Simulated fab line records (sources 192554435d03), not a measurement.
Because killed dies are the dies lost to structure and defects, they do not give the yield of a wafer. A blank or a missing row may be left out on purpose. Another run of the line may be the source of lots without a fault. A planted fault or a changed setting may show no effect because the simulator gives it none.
Split-lot trial ; flow n5-finfet ; 7 lots, 21 wafers read, on a route of 1938 steps

ABOUT THE SPLIT
At N5_MIM_TOP_LITHO_DEVELOP_07 (develop time 60 s), the setting develop-time-s was moved away from the recipe's 60 s on 4 of the 21 wafers read, by -20.0% to +17.8%. This setting was run at the recipe's value on the other wafers.

FROM THE SPLIT TO THE READING: what the file shows between them, 1 step
- N5_MIM_TOP_LITHO_HARDBAKE_09: time 120 s

THE READING
Shown in nm: cd-nm at N5_MIM_TOP_LITHO_CD_MEAS_08, with target cd 2000 nm. A value of 2000.4 nm with a standard deviation of 1.4 nm is what fault-free wafers of this fab line usually give.

wafer;tool, chamber at the split;develop-time-s as run, s;against the recipe;cd-nm, nm;against lot-mates on the recipe
L074.2;litho-track-02, 0;60;recipe;1999.8;-
L074.4;litho-track-02, 0;60;recipe;1999.1;-
L074.6;litho-track-02, 0;60;recipe;1999.7;-
L078.3;litho-track-01, 0;60;recipe;2001.1;-
L078.5;litho-track-01, 0;49.82;-17.0%;2004.5;+4.2
L078.6;litho-track-01, 0;60;recipe;1999.6;-
L077.3;litho-track-01, 0;60;recipe;2002.4;-
L077.4;litho-track-01, 0;60;recipe;2003.5;-
L077.6;litho-track-01, 0;60;recipe;2003.1;-
L079.2;litho-track-01, 0;60;recipe;1999.6;-
L079.5;litho-track-01, 0;60;recipe;1999.8;-
L079.6;litho-track-01, 0;60;recipe;2000.7;-
L082.2;litho-track-01, 0;70.67;+17.8%;1997.1;-2.5
L082.4;litho-track-01, 0;70.67;+17.8%;1998.4;-1.2
L082.6;litho-track-01, 0;60;recipe;1999.6;-
L094.3;litho-track-01, 0;60;recipe;2001.4;-
L094.4;litho-track-01, 0;48;-20.0%;2004.9;+3.0
L094.6;litho-track-01, 0;60;recipe;2002.4;-
L096.1;litho-track-05, 0;60;recipe;2000.4;-
L096.2;litho-track-05, 0;60;recipe;1999.4;-
L096.6;litho-track-05, 0;60;recipe;2000.3;-

THE FIT
A straight line over all 21 wafers: cd-nm changes by -0.192 nm for each +1% of develop-time-s; r = -0.77; the points scatter about the line by 1.3 nm.
The same after taking each lot's own level away (the mean of its wafers on the recipe; 21 wafers): -0.148 nm for each +1%; r = -0.88; scatter 0.65 nm.
Per that fit: largest develop-time-s move, reading shift of 3 nm.
The span of the lots' own levels, 1999.53 to 2003.00 nm, comes to 2.5 times the standard deviation stated above.
So the lot-to-lot level blurs the effect unless lot-mates are compared.
Check: +3.19 nm against its lot-mates is what the line predicts for one of the wafers moved furthest among these (-20.0%) when that wafer is left out of the fit. It came out at +3 nm against them.

OTHER SPLITS ON THESE WAFERS
Before the reading, these wafers also passed through other splits. Each is held against what the fit with the lots' levels taken away leaves over:
other split on the same wafers;wafers away from the commonest value;r with cd-nm (lot level and that fit taken away)
N5_BEOL_M10_COAT_22 spin-rpm;3;-0.15
N5_BEOL_M11_COAT_63 spin-rpm;7;+0.14
N5_BEOL_M12_SPUTTER_44 time-s;9;-0.03
N5_BEOL_M13_SPUTTER_43 time-s;3;+0.24
N5_BEOL_M13_SPUTTER_44 power-w;9;-0.08
N5_BEOL_M14_DEP_53 time-s;5;-0.11

THE FILE'S OWN FIT
cd-nm changes by -0.162 nm for each +1% of develop-time-s, r = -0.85.
